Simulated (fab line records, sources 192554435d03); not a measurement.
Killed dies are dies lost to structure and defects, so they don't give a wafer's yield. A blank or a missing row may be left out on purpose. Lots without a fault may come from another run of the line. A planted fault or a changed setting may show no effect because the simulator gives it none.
fab line records | flow n5_finfet
record lots=7 wafers=18 last_day=19
route steps=1938 shown FIN_SAQP@123 BEOL_M4@1111 PASSIVATION@1936
lots that met no fault: from a run of the same line without faults
start_h: hours from the record's first day to the start of the lot's first wafer shown | wait_h: hours since the lot's step before | " the same as in the row above | L1.1+2: a row that stands for several wafers | - no value, or no start given | * or withheld: withheld | < > ~ a bound
route shown NAME@n: a module of which the file shows steps, and the number in the route of the first | usual: mean/standard deviation of fault-free wafers | same: alike in all rows | chamber/n: place in a boat | sites: the reading at each site | _std_site: their standard deviation | _edge_site: outer sites' mean less inner sites' | radius_mm: how far each site lies from the wafer's centre | mask NAME#n: copy n | behind: the tool/chamber that last shaped the wafer | hold: why the lot was held/for how many hours/how that ended | device: the transistor (n, p or np) that didn't switch | end of line: the same wafers' tests at the end of the route | a step without rows: its recipe alone | killed: dies lost to structure and defects at the first sort, not the wafer's yield | map: a wafer's dies, x killed, . not, _ none there
set.NAME: the setting as run; set.NAME@STEP: as run at that earlier step | model.NAME: the simulator's own value behind a step, which no gauge read
lots at some steps of the route; a table a step, a row a wafer
services: from which hour (start_h, from the record's first day; less than 0 if before it) a tool's chamber was out of use, for how many hours, and why
## steps
# step N5_FIN_SAQP_SRD_66
# recipe dry=ipa_marangoni time_s=30 temp_c=23 rinse_liquid=diw
# step N5_FIN_SAQP_RECESS_75
# recipe chemistry=HF/NH3 target=SiO2 target_depth_a=144 afs_cycles=3 temp_c=30 sublimation_temp_c=180 sublimation_time_s=60
# step N5_FIN_SAQP_SPACER1_ALD_24
# recipe material=SiO2 target_thk_a=203 temp_c=300 ald_precursor_family=BDEAS ald_co_reactant=O2-plasma pulse_time_s=1 purge_time_s=2 co_reactant_purge_time_s=2 ald_cycles=218 pressure_torr=2
# usual heater_power_outer_w=266/23 heater_power_w=471/44 precursor_pulse_height_rel=0.998/0.019
# columns lot.wafer tool chamber start_h wait_h heater_power_outer_w heater_power_w precursor_pulse_height_rel
L872.2 ald_sin-01 0 41.64 0.5 262 457 1.018
L872.4 " 3 " " 246 472 0.993
L872.5 " 0 " " 259 439 1.001
L873.1 ald_sin-03 0 47.36 0.6 329 545 1.007
L873.2 " 2 " " 281 538 0.983
L873.3 " 1 " " 236 426 0.992
L886.1 ald_sin-01 0 125.09 0.9 261 450 0.995
L886.6 " 2 " " 279 501 1.002
L887.1 ald_sin-01 1 131.65 0.3 255 477 1.022
L887.5 " 3 " " 251 452 0.967
L889.4 ald_sin-02 3 144.55 1.6 304 533 1.010
L889.6 " 2 " " 258 473 0.990
L891.2 ald_sin-01 3 154.85 0.3 255 461 1.036
L891.4 " 1 " " 250 462 0.990
L891.6 " 3 " " 252 464 1.013
L892.1 ald_sin-01 1 162.20 0.9 259 467 1.025
L892.2 " 2 " " 286 506 0.996
L892.6 " 2 " " 279 496 1.007
# step N5_FIN_SAQP_SPACER1_ETCHBACK_25
# recipe chemistry=CHF3/O2 mode=anisotropic_etchback target=SiO2 target_depth_a=244 time_s=12.2 pressure_mtorr=30 source_w=650 bias_w=170 Ar_flow_sccm=200 CHF3_flow_sccm=50 O2_flow_sccm=5 ion_energy_ev=200
# usual drypump_motor_current_A=5.6/0.54 oes_product_au=0.78/0.082 rf_vpp_V=517/13 showerhead_plenum_p_Torr=2.44/0.053 throttle_valve_pct=18.85/0.28
# columns lot.wafer tool chamber start_h wait_h drypump_motor_current_A oes_product_au rf_hours_counter_h rf_vpp_V showerhead_plenum_p_Torr throttle_valve_pct
L872.2 rie_diel-05 0 42.36 0.4 6.3 0.83 74 503 2.35 18.79
L872.4 " 0 " " 6.3 0.84 - 504 2.35 18.76
L872.5 " 1 " " 4.9 0.72 - 514 2.44 18.76
L873.1 rie_diel-05 0 48.07 0.4 6.3 0.82 76 504 2.35 18.77
L873.2 " 2 " " 5.9 0.92 12 495 2.38 18.65
L873.3 " 1 " " 5.0 0.71 142 514 2.44 18.77
L886.1 rie_diel-06 0 125.81 0.4 5.3 0.75 159 506 2.51 19.12
L886.6 " 0 " " 5.3 0.75 - 505 2.51 19.11
L887.1 rie_diel-02 0 132.37 0.4 6.2 0.70 203 539 2.49 19.30
L887.5 " 2 " " 5.1 0.72 - 518 2.50 19.05
L889.4 rie_diel-06 1 145.37 0.5 6.5 0.85 - 524 2.44 18.41
L889.6 " 3 " " 4.8 0.90 - 533 2.36 18.38
L891.2 rie_diel-02 1 155.57 0.4 5.8 0.77 126 521 2.42 19.09
L891.4 " 3 " " 5.3 0.67 242 499 2.46 19.23
L891.6 " 1 " " 5.8 0.77 - 523 2.42 19.09
L892.1 rie_diel-02 1 163.08 0.5 5.8 0.77 129 523 2.42 19.12
L892.2 " 0 " " 6.2 0.70 213 539 2.48 19.33
L892.6 " 3 " " 5.3 0.66 - 498 2.46 19.21
# step N5_FIN_SAQP_MANDREL1_REMOVE_56
# recipe chemistry=HBr/Cl2/O2 bt_time_s=10 target=a-Si stop_on=SiNx endpoint=OES-SiCl over_etch_frac=1 icp_w=600 bias_w=22 HBr_flow_sccm=150 Cl2_flow_sccm=80 O2_flow_sccm=5 pressure_mtorr=10
# usual drypump_motor_current_A=5.4/0.43 oes_product_au=0.992/0.018 throttle_valve_pct=36.9/0.35
# columns lot.wafer tool chamber start_h wait_h drypump_motor_current_A oes_product_au rf_hours_counter_h throttle_valve_pct
L872.2 rie_si-03 3 42.45 0.1 5.5 1.012 157 37.1
L872.4 " 1 " " 5.2 0.982 122 36.8
L872.5 " 2 " " 4.9 0.992 - 37.7
L873.1 rie_si-03 1 48.16 0.1 5.2 0.968 122 36.8
L873.2 " 3 " " 5.5 1.010 157 37.1
L873.3 " 2 " " 4.9 0.997 196 37.7
L886.1 rie_si-02 1 125.90 0.1 5.3 0.996 124 36.9
L886.6 " 0 " " 5.1 0.987 - 37.0
L887.1 rie_si-03 0 132.46 0.1 5.6 1.050 62 36.1
L887.5 " 1 " " 5.2 0.989 - 36.7
L889.4 rie_si-02 3 145.42 0.0 5.8 0.976 155 36.7
L889.6 " 2 " " 5.2 0.994 - 37.4
L891.2 rie_si-02 1 155.66 0.1 5.3 0.992 124 36.9
L891.4 " 3 " " 5.8 0.975 155 36.7
L891.6 " 1 " " 5.3 0.987 - 36.9
L892.1 rie_si-03 1 163.16 0.1 5.2 0.985 124 36.7
L892.2 " 3 " " 5.5 1.010 160 37.1
L892.6 " 0 " " 5.6 1.044 - 36.1
# step N5_FIN_SAQP_CD_MEAS_27
# recipe target_cd_nm=20 landing_energy_ev=1000 detector=se_inlens polarity=line
# usual cd_nm=20.24/0.25
# columns lot.wafer tool chamber start_h wait_h cd_nm
L872.2 cd_sem-02 0 42.56 0.1 20.33
L872.4 " 0 " " 20.54
L872.5 " 0 " " 20.07
L873.1 cd_sem-02 0 48.28 0.1 20.12
L873.2 " 0 " " 20.43
L873.3 " 0 " " 20.06
L886.1 cd_sem-01 0 126.01 0.1 19.91
L886.6 " 0 " " 19.68
L887.1 cd_sem-01 0 132.57 0.1 20.01
L887.5 " 0 " " 20.02
L889.4 cd_sem-01 0 145.54 0.1 20.29
L889.6 " 0 " " 20.09
L891.2 cd_sem-01 0 155.77 0.1 19.97
L891.4 " 0 " " 20.02
L891.6 " 0 " " 20.54
L892.1 cd_sem-01 0 163.27 0.1 20.13
L892.2 " 0 " " 20.24
L892.6 " 0 " " 20.08
# step N5_FIN_SAQP_ETCH_57
# recipe chemistry=CH3F/O2 target=SiNx mask_material=SiO2 target_depth_a=325 time_s=46.4 pressure_mtorr=30 source_w=395 bias_w=73 Ar_flow_sccm=150 CH3F_flow_sccm=30 O2_flow_sccm=20 ion_energy_ev=120 ends=cleared
# step N5_FIN_SAQP_ETCH_65
# recipe chemistry=CF4 target=SiO2 target_depth_a=40 ion_energy_ev=350 time_s=4.4 pressure_mtorr=10 icp_w=800 bias_w=400 cf4_flow_sccm=80
# usual drypump_motor_current_A=5.5/0.49 oes_product_au=0.990/0.024 throttle_valve_pct=21.95/0.24
# columns lot.wafer tool chamber start_h wait_h drypump_motor_current_A oes_product_au rf_hours_counter_h throttle_valve_pct
L872.2 rie_si-01 0 42.71 0.1 6.6 0.989 6 22.12
L872.4 " 3 " " 5.3 0.982 4 21.61
L872.5 " 0 " " 6.6 0.995 - 22.14
L873.1 rie_si-01 1 48.44 0.1 5.8 1.007 111 21.88
L873.2 " 2 " " 4.9 1.008 143 22.31
L873.3 " 0 " " 6.6 0.997 6 22.12
L886.1 rie_si-01 0 126.16 0.1 6.6 0.986 8 22.10
L886.6 " 3 " " 5.4 0.982 - 21.61
L887.1 rie_si-01 0 132.73 0.1 6.6 0.990 8 22.13
L887.5 " 1 " " 5.8 1.005 - 21.90
L889.4 rie_si-03 2 145.80 0.0 4.9 0.978 0 21.58
L889.6 " 2 " " 4.9 0.980 - 21.57
L891.2 rie_si-03 3 155.96 0.1 5.5 1.015 160 22.25
L891.4 " 0 " " 5.5 1.031 62 21.70
L891.6 " 2 " " 4.9 0.977 - 21.57
L892.1 rie_si-03 2 163.64 0.1 4.9 0.974 0 21.57
L892.2 " 3 " " 5.5 1.019 160 22.25
L892.6 " 1 " " 5.2 0.951 - 22.00
# step N5_FIN_SAQP_MANDREL_ETCH_58
# recipe chemistry=HBr/Cl2 target=a-Si target_depth_a=450 bt_time_s=10 stop_on=SiNx mask_material=SiO2 over_etch_frac=0.8 time_s=27 pressure_mtorr=10 icp_w=800 bias_w=75 HBr_flow_sccm=150 Cl2_flow_sccm=80 ends=end_point
# usual drypump_motor_current_A=5.5/0.5 oes_product_au=0.696/0.012 throttle_valve_pct=35.8/0.4
# columns lot.wafer tool chamber start_h wait_h drypump_motor_current_A oes_product_au rf_hours_counter_h throttle_valve_pct
L872.2 rie_si-01 0 42.74 0.0 6.6 0.684 6 36.0
L872.4 " 3 " " 5.3 0.689 4 35.3
L872.5 " 0 " " 6.6 0.699 - 36.0
L873.1 rie_si-01 1 48.47 0.0 5.8 0.696 111 35.9
L873.2 " 2 " " 4.9 0.692 143 35.9
L873.3 " 0 " " 6.6 0.690 6 36.0
L886.1 rie_si-01 0 126.20 0.0 6.7 0.686 8 36.0
L886.6 " 3 " " 5.3 0.688 - 35.3
L887.1 rie_si-01 0 132.76 0.0 6.6 0.690 8 36.0
L887.5 " 1 " " 5.8 0.694 - 35.9
L889.4 rie_si-03 2 145.83 0.0 5.0 0.716 0 35.8
L889.6 " 2 " " 4.9 0.704 - 35.8
L891.2 rie_si-03 3 155.99 0.0 5.5 0.719 160 36.0
L891.4 " 0 " " 5.6 0.702 62 35.0
L891.6 " 2 " " 4.9 0.708 - 35.8
L892.1 rie_si-03 2 163.67 0.0 4.9 0.713 0 35.8
L892.2 " 3 " " 5.5 0.717 160 36.0
L892.6 " 1 " " 5.2 0.684 - 35.6
# step N5_FIN_SAQP_RECESS_63
# recipe chemistry=HF/NH3 target=SiO2 target_depth_a=180 afs_cycles=3 temp_c=30 sublimation_temp_c=180 sublimation_time_s=60
# step N5_FIN_SAQP_COAT_68
# recipe resist=SOC temp_c=250 time_s=60 spin_rpm=1500 resist_thk_nm=100
# step N5_FIN_SAQP_ETCH_69
# recipe chemistry=N2/H2 target=SOC target_depth_a=1500 stop_on=SiNx ion_energy_ev=100 bias_w=61 pressure_mtorr=30 source_w=850 n2_flow_sccm=200 h2_flow_sccm=200
# step N5_FIN_SAQP_ETCH_67
# recipe chemistry=CH3F/O2 target=SiNx target_depth_a=300 mask_material=SOC pressure_mtorr=30 source_w=395 bias_w=73 Ar_flow_sccm=150 CH3F_flow_sccm=30 O2_flow_sccm=20 ion_energy_ev=120
# usual drypump_motor_current_A=5.6/0.53 oes_product_au=0.77/0.079 rf_vpp_V=294/7.3 showerhead_plenum_p_Torr=2.04/0.045 throttle_valve_pct=16.4/0.31
# columns lot.wafer tool chamber start_h wait_h drypump_motor_current_A oes_product_au rf_hours_counter_h rf_vpp_V showerhead_plenum_p_Torr throttle_valve_pct model.etch.depth_nm
L872.2 rie_diel-02 2 43.33 0.0 5.1 0.76 147 293 2.09 16.4 31.08
L872.4 " 1 " " 5.8 0.83 - 296 2.03 16.5 30.61
L872.5 " 2 " " 5.1 0.76 - 291 2.09 16.5 30.85
L873.1 rie_diel-06 0 49.42 0.0 5.3 0.77 132 288 2.09 16.5 29.11
L873.2 " 1 " " 6.4 0.89 32 297 2.04 15.8 30.57
L873.3 " 3 " " 4.8 0.69 246 302 1.96 16.2 29.34
L886.1 rie_diel-02 1 127.00 0.0 5.7 0.70 116 297 2.02 16.6 24.8
L886.6 " 2 " " 5.1 0.65 - 294 2.08 16.5 25
L887.1 rie_diel-02 1 133.35 0.0 5.7 0.70 119 296 2.02 16.6 24.99
L887.5 " 2 " " 5.1 0.73 - 293 2.08 16.5 29.69
L889.4 rie_diel-02 1 146.42 0.0 5.7 0.78 123 298 2.02 16.6 29.88
L889.6 " 2 " " 5.1 0.64 - 294 2.08 16.5 24.88
L891.2 rie_diel-06 0 156.58 0.0 5.3 0.74 170 287 2.08 16.6 29.33
L891.4 " 1 " " 6.5 0.83 - 297 2.03 15.9 30.07
L891.6 " 3 " " 4.8 0.89 - 302 1.95 15.8 29.28
L892.1 rie_diel-06 1 164.26 0.0 6.4 0.82 71 297 2.03 15.9 29.85
L892.2 " 0 " " 5.3 0.74 173 287 2.08 16.6 29.39
L892.6 " 0 " " 5.3 0.73 - 287 2.08 16.6 29.24
# step N5_FIN_SAQP_STRIP_70
# recipe chemistry=N2/H2 power_w=500 temp_c=40 pressure_mtorr=50 rf_frequency_hz=6e+07 overash_fraction=0.3 bias_power_w=28 h2_frac=0.5 n2_flow_sccm=300 h2_flow_sccm=300
# step N5_BEOL_M4_RC_MEAS_101
# usual DIBL_N=36.5/2.2 DIBL_P=36.9/2.9 IOFF_N=0.17/0.044 IOFF_P=0.22/0.052 ION_N=671/16 ION_P=461/10 SS_N=71.6/0.73 SS_P=73.5/0.79 VT_N=250/4.1 VT_P=-250/4.1
# columns lot.wafer tool chamber start_h wait_h DIBL_N[mV/V] DIBL_P[mV/V] IOFF_N[nA/um] IOFF_P[nA/um] ION_N[uA/um] ION_P[uA/um] SS_N[mV/dec] SS_P[mV/dec] VT_N[mV] VT_P[mV]
L872.2 prober-01 0 207.15 0.2 35.7 35.7 0.15 0.22 662 462 70.8 73.3 251 -251
L872.4 " 0 " " 37.2 37.0 0.17 0.24 678 467 71.6 73.2 250 -248
L872.5 " 0 " " 36.6 36.8 0.17 0.23 672 456 71.5 73.6 248 -251
L873.1 prober-02 0 209.09 0.0 38.2 39.6 0.18 0.26 680 466 72.3 73.7 249 -248
L873.2 " 0 " " 34.1 35.2 0.11 0.19 649 460 71.7 72.8 255 -250
L873.3 " 0 " " 31.5 31.4 0.08 0.13 641 446 70.0 71.7 259 -254
L886.1 prober-02 0 290.62 0.0 34.7 34.4 0.14 0.19 666 459 71.3 72.9 250 -249
L886.6 " 0 " " 34.5 36.3 0.13 0.22 645 454 70.6 73.6 253 -249
L887.1 prober-01 0 297.06 0.0 37.6 37.8 0.17 0.20 676 458 72.3 73.3 249 -253
L887.5 " 0 " " 37.9 39.6 0.18 0.24 679 473 71.4 74.0 246 -248
L889.4 prober-02 0 316.04 0.5 37.0 37.2 0.19 0.28 690 481 71.4 74.3 248 -241
L889.6 " 0 " " 32.8 32.4 0.12 0.20 669 472 69.6 72.9 250 -244
L891.2 prober-01 0 317.98 0.2 39.2 40.9 0.21 0.29 694 475 72.2 74.2 245 -246
L891.4 " 0 " " 36.9 36.9 0.14 0.21 658 456 71.6 73.0 253 -251
L891.6 " 0 " " 37.1 37.6 0.17 0.21 679 466 72.3 73.8 248 -251
L892.1 prober-01 0 340.34 0.0 39.0 41.7 0.23 0.29 690 480 73.1 74.8 244 -245
L892.2 " 0 " " 36.1 36.9 0.15 0.20 665 458 72.1 73.8 252 -250
L892.6 " 0 " " 36.4 37.6 0.15 0.21 662 450 71.4 73.3 248 -250
# step N5_PASSIVATION_PROBE_49
# usual defect_limited_yield=91.3/1.4 killed_at_M0_to_M3=36/10 killed_at_M4_up=13/5.4 killed_at_contacts=12/5.3 killed_at_front_end=39/10 killed_at_other=3.2/2.7 killed_dies=103/16 killed_open=68/13 killed_short=33/6.6 sort_bin_5_function=5.1/0.92 sort_bin_6_memory=3.3/0.68 sort_bin_8_speed=0.1/0.41 sort_n_pass=1077/17 sort_yield_pct=91.2/1.4
# same gross_dies=1180 killed_at_back_side=0 sort_bin_4_leakage[%]=0
# columns lot.wafer tool chamber start_h wait_h defect_limited_yield[%] killed_at_M0_to_M3 killed_at_M4_up killed_at_contacts killed_at_front_end killed_at_other killed_dies killed_open killed_short sort_bin_5_function[%] sort_bin_6_memory[%] sort_bin_8_speed[%] sort_n_pass sort_yield_pct[%]
L889.4 prober-01 - 430.07 0.2 89.7 39 22 12 46 2 121 80 36 6.4 3.4 0 1059 89.7
L889.6 prober-01 - 430.17 0.3 90.7 43 12 2 51 2 110 59 36 5.3 2.5 0 1070 90.7
# killed by level:class
L889.4 BEOL_M4:geometric_particle:open=14 BEOL_M0_SAQP:geometric_particle:open=11 MOL_CONTACT_COAG:geometric_particle:open=10 BEOL_M0_SAQP:geometric_particle:short=8 STI_FIN_REVEAL:geometric_particle:open=7 BEOL_M1:geometric_particle:open=7 GATE_CUT:geometric_particle:short=5 FIN_SAQP:geometric_particle:open=4
L889.6 HKMG_FIN:area_etch=13 BEOL_M0_SAQP:geometric_particle:open=12 FIN_SAQP:geometric_particle:open=10 BEOL_M0_SAQP:geometric_particle:short=10 GATE_CUT:geometric_particle:short=7 STI_FIN_REVEAL:geometric_particle:open=7 BEOL_M2:geometric_particle:open=7 BEOL_M3:geometric_particle:open=6
## services
# columns tool chamber start_h hours kind
rie_diel-02 3 24.79 6.3 repair
rie_diel-05 3 39.99 7.1 repair
rie_diel-02 3 42.32 4.4 repair
rie_diel-06 - 46.53 2.8 pm
rie_diel-06 3 61.57 - clean
rie_diel-06 3 61.57 - consumable_replace:focus_ring
rie_diel-06 3 61.57 14.3 scheduled_down
rie_diel-06 3 61.57 14.3 vent_cycle
ald_sin-02 - 62.02 2.1 repair
ald_sin-01 - 62.04 2.5 repair
ald_sin-03 0 79.03 7.5 repair
ald_sin-02 - 85.49 14.0 pm
rie_diel-06 3 89.22 5.0 repair
ald_sin-03 3 101.49 2.7 repair
rie_si-03 2 105.92 3.8 repair
ald_sin-01 - 112.61 0.8 repair
rie_diel-05 1 121.32 1.8 repair
rie_si-03 2 123.05 - clean
rie_si-03 2 123.05 16.0 scheduled_down
rie_si-03 2 123.05 16.0 vent_cycle
rie_diel-06 2 144.60 - clean
rie_diel-06 2 144.60 - consumable_replace:focus_ring
rie_diel-06 2 144.60 14.3 scheduled_down
rie_si-01 - 157.73 0.3 repair
## key
first_sign none at tools or gauges
model_effect step=N5_FIN_SAQP_ETCH_67 value=etch.depth_nm without=29.96 struck=24.92
met_at N5_FIN_SAQP_ETCH_67
struck_wafers L886.1,L886.6,L887.1,L889.6
baseline_loss step=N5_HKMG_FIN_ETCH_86 wafers=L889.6
onset_between 43.33 127.00
fault kind=process_parameter_drift tool=rie_diel-02 chamber=- onset_h=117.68 steps=N5_FIN_SAQP_ETCH_67 channel=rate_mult offset=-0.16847 shape=step end_h=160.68 scope=struck_wafers_only
# baseline_loss: these wafers lose ten dies or more at that step, a loss of the line's own and not of a fault; the sort's usual values leave them out
